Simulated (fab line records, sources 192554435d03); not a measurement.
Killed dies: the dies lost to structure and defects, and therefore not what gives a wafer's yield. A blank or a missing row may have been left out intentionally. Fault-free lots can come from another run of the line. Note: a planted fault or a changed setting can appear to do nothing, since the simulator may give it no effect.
Chamber matching	flow n5_finfet	3 sister chambers for N5_BEOL_M12_DEP_53 on pecvd-02
The step deposits SiCN from 3MS/NH3, target thk 30 nm, time 10.5 s. 6 wafers are shown with their chamber, then 7 later ones without.

## WAFERS PAIRED WITH THEIR CHAMBERS
wafer	chamber	showerhead_vpp_V (V)	throttle_valve_pct (%)
L080.2	1	1458	19.2
L080.5	2	1628	17.0
L081.4	0	1680	18.1
L081.5	2	1645	17.2
L089.2	0	1624	18.3
L089.5	1	1466	18.6

## WAFERS WITH NO CHAMBER GIVEN
wafer	showerhead_vpp_V (V)	throttle_valve_pct (%)
L089.6	1615	17.6
L094.1	1477	19.3
L094.5	1638	18.3
L094.6	1629	17.4
L096.1	1444	18.8
L096.2	1633	17.4
L096.4	1687	18.0

## WHICH CHAMBER EACH WENT THROUGH
wafer	from the rows above	in truth
L089.6	can't be placed: 2 or 0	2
L094.1	1	1
L094.5	0	0
L094.6	can't be placed: 2 or 0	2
L096.1	1	1
L096.2	can't be placed: 2 or 0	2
L096.4	0	0
Placed correctly: 4 of 7. Unplaceable from these rows: 3, with the true chamber sitting among the candidates in 3. Wrongly placed: 0.
How it was worked out, from the rows above alone: a wafer's distance from a chamber is the root of the sum, over the readings, of the square of ((its reading less the chamber's mean) divided by the reading's scatter). If the next closest chamber is less than 2 further off than the closest, the wafer can't be placed; otherwise it belongs to the closest. For every chamber, the mean is computed from those of its wafers that are shown. The scatter: the root of (the sum of the squares of (reading less its chamber's mean) over the shown wafers, divided by (wafers less chambers)).
